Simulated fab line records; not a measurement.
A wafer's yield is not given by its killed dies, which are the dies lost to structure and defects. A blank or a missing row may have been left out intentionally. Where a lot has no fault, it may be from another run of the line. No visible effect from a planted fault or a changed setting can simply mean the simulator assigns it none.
Split-lot trial + flow n5Finfet + 21 wafers read from 7 lots, route of 1938 steps

## THE SPLIT
At N5_BEOL_M2_EXPOSE_25 (exposes mask V1, defocus 5 nm), the setting doseMj was moved away from the recipe's 63 on 5 of the 21 wafers read, by -6.6% to +6.2%. The other wafers ran this setting at the recipe's value.

## FROM THE SPLIT TO THE READING: what the file shows between them, 2 steps
- N5_BEOL_M2_PEB_26: peb time 60 s
- N5_BEOL_M2_DEVELOP_27: develop time 30 s

## THE READING
cdNm, in nm, at N5_BEOL_M2_CD_MEAS_28 (target cd 26.2 nm, target cd y 24.1 nm). Typical for fault-free wafers on this fab line: 26.17 nm, with standard deviation 0.23 nm.

| wafer  | tool, chamber at the split | doseMj as run | against the recipe | cdNm, nm | against lot-mates on the recipe |
|--------|----------------------------|---------------|--------------------|----------|---------------------------------|
| L074.2 | euvScanner-02, 0           | 63            | recipe             | 26.04    | -                               |
| L074.4 | euvScanner-02, 0           | 63            | recipe             | 26.10    | -                               |
| L074.6 | euvScanner-02, 0           | 63            | recipe             | 26.21    | -                               |
| L076.1 | euvScanner-02, 0           | 63            | recipe             | 25.93    | -                               |
| L076.2 | euvScanner-02, 0           | 66.9          | +6.2%              | 27.35    | +1.23                           |
| L076.4 | euvScanner-02, 0           | 63            | recipe             | 26.30    | -                               |
| L077.1 | euvScanner-01, 0           | 66.3          | +5.2%              | 26.97    | +1.09                           |
| L077.2 | euvScanner-01, 0           | 66.3          | +5.2%              | 26.91    | +1.03                           |
| L077.6 | euvScanner-01, 0           | 63            | recipe             | 25.88    | -                               |
| L085.1 | euvScanner-01, 0           | 63            | recipe             | 25.90    | -                               |
| L085.5 | euvScanner-01, 0           | 63            | recipe             | 26.16    | -                               |
| L085.6 | euvScanner-01, 0           | 63            | recipe             | 25.98    | -                               |
| L089.1 | euvScanner-02, 0           | 63            | recipe             | 26.00    | -                               |
| L089.3 | euvScanner-02, 0           | 63            | recipe             | 26.08    | -                               |
| L089.6 | euvScanner-02, 0           | 63            | recipe             | 25.88    | -                               |
| L096.1 | euvScanner-02, 0           | 63            | recipe             | 26.18    | -                               |
| L096.4 | euvScanner-02, 0           | 64.27         | +2.0%              | 26.94    | +0.78                           |
| L096.5 | euvScanner-02, 0           | 63            | recipe             | 26.14    | -                               |
| L095.1 | euvScanner-01, 0           | 63            | recipe             | 26.17    | -                               |
| L095.2 | euvScanner-01, 0           | 58.87         | -6.6%              | 24.75    | -1.37                           |
| L095.6 | euvScanner-01, 0           | 63            | recipe             | 26.06    | -                               |

FIT RESULTS
A straight line over all 21 wafers: cdNm changes by +0.195 nm for each +1% of doseMj; r = +0.95; the points scatter about the line by 0.17 nm.
The same after taking each lot's own level away (the mean of its wafers on the recipe; 21 wafers): +0.208 nm for each +1%; r = +0.98; scatter 0.12 nm.
According to that fit, moving doseMj by its largest amount changes the reading by 1.4 nm.
From 25.880 to 26.160 nm: that is the span of the lots' own levels, equal to 1.2 times the standard deviation above.
Consequently the slope shifts little with the lot-to-lot level, the two slopes agreeing.
Check: for one of the wafers moved furthest among these (-6.6%), held out of the fit, the line's prediction against its lot-mates is -1.34 nm. It came out at -1.37 nm against them.

## THE OTHER SPLITS THESE WAFERS WENT THROUGH
Note: prior to the reading, these wafers also went through further splits. Each is held against what the fit with the lots' levels taken away leaves over:
| other split on the same wafers | wafers away from the commonest value | r with cdNm (lot level and that fit taken away) |
|--------------------------------|--------------------------------------|-------------------------------------------------|
| N5_BEOL_M2_EXPOSE_08 doseMj    | 10                                   | +0.25                                           |

## THE FILE'S OWN FIT
cdNm changes by +0.21 nm for each +1% of doseMj, r = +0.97.
